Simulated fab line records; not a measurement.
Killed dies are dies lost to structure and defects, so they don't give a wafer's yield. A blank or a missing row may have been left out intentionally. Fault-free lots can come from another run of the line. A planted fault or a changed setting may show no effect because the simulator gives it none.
Comparing a struck lot with a sound one :: flow nand-harc :: 15 steps out of a route of 1159
Sound: wafers L363.1, L363.2, L363.6. Struck: wafers L379.3, L379.4, L379.5. At the end, the cause is stated.
Order at every step that has rows: each side's tool, ch and its chambers, its first start. Under that, the readings that differ: sound wafers :: struck wafers :: difference of the means :: sigmas: that difference in standard deviations of wafers without a fault.
alike: readings whose means differ by less than 2 such deviations, and words and numbers that are the same on both sides. not compared: withheld readings, readings that some wafer has no value for, bounds like >300 that may hide the same value, and numbers for which the record gives no deviation and whose values overlap.
The two part at a step that has a row with sigmas, a row that says differs or no value, or rows on one side only. Numbers that have no deviation but don't overlap get no sigmas and don't part them. Lack of a reading on every wafer of one side parts them only where that side has two or more wafers.

first, 7 steps without rows for these wafers: NHARC_A_CONTACT_COAT_35 (time 65 s); NHARC_A_CONTACT_COAT_36 (resist thk 90 nm); NHARC_A_CONTACT_SOFTBAKE_37 (time 55 s); NHARC_A_CONTACT_EBR_38; NHARC_A_CONTACT_EXPOSE_39 (exposes mask A CC 3); NHARC_A_CONTACT_PEB_40 (peb time 65 s); NHARC_A_CONTACT_DEVELOP_41 (develop time 35 s).
NHARC_A_CONTACT_CD_MEAS_42: target cd 200 nm.
  sound on cd-sem-02 ch 0, day 16 09:58; struck on cd-sem-01 ch 0, day 20 10:47
  alike: cd-nm
NHARC_A_CONTACT_OVL_MEAS_43:
  sound on overlay-01 at day 16 10:02; struck on overlay-01 at day 20 10:52
reading: overlay-y-nm (nm)
sound: 0.4 -0.6 -0.6
struck: 1.9 2.0 1.4
difference: +2.0
sigmas: +2
  alike: overlay-x-nm
NHARC_A_CONTACT_INSPECT_44:
  sound on defect-inspect-01 at day 16 10:05; struck on defect-inspect-01 at day 20 10:54
  alike: raw-defect-count
NHARC_A_CONTACT_DESCUM_47: chemistry O2, time 3 s.
  sound on rie-diel-05 ch 0,1,3, day 16 10:11; struck on rie-diel-13 ch 0,1,2, day 20 10:59
reading: oes-product-au (a.u.)
sound: 0.991 0.985 0.990
struck: 1.014 0.996 1.017
difference: +0.020
sigmas: +2
  alike: drypump-motor-current-A, rf-vpp-V, showerhead-plenum-p-Torr, throttle-valve-pct
  not compared: rf-hours-counter-h
NHARC_A_CONTACT_ETCH_48: etches the open film in CF4, target depth 39 nm, time 65 s.
  sound on rie-diel-05 ch 1,2, day 16 10:15; struck on rie-diel-13 ch 0,2,3, day 20 11:04
  alike: drypump-motor-current-A, oes-product-au, rf-vpp-V, showerhead-plenum-p-Torr, throttle-valve-pct
  not compared: rf-hours-counter-h
NHARC_A_CONTACT_ETCH_49: etches the open film in N2/H2, target depth 260 nm, time 475.3 s.
  sound on rie-diel-05 ch 0,1,3, day 16 10:31; struck on rie-diel-13 ch 0,1,3, day 20 11:14
reading: h2-flow-sccm (sccm)
sound: 150.4 150.5 150.7
struck: 74.8 75.5 74.9
difference: -75.5
sigmas: -99 or more

reading: oes-product-au (a.u.)
sound: 0.987 0.989 0.996
struck: 1.020 1.021 1.001
difference: +0.023
sigmas: +2

reading: showerhead-plenum-p-Torr (Torr)
sound: 2.13 1.91 1.90
struck: 1.66 1.76 1.78
difference: -0.25
sigmas: -3

reading: throttle-valve-pct (%)
sound: 14.184 14.164 14.170
struck: 13.091 13.085 13.094
difference: -1.083
sigmas: -99 or more
  alike: drypump-motor-current-A, rf-vpp-V
  not compared: rf-hours-counter-h
NHARC_A_CONTACT_ETCH_50: etches the open film in CF4/CHF3, target depth 84.7 nm, time 42.4 s.
  sound on rie-diel-05 ch 1,2,3; struck on rie-diel-13 ch 1,3
  alike: drypump-motor-current-A, oes-product-au, rf-vpp-V, showerhead-plenum-p-Torr, throttle-valve-pct
  not compared: rf-hours-counter-h
NHARC_END_SORT_01:
  the record has rows for the sound wafers here (prober-01 ch 0, day 20 00:46) and none for the struck ones

## WHERE THEY PART
Earliest at NHARC_A_CONTACT_OVL_MEAS_43; latest, in this record, at NHARC_END_SORT_01.

WHY: what had been put in by the simulator
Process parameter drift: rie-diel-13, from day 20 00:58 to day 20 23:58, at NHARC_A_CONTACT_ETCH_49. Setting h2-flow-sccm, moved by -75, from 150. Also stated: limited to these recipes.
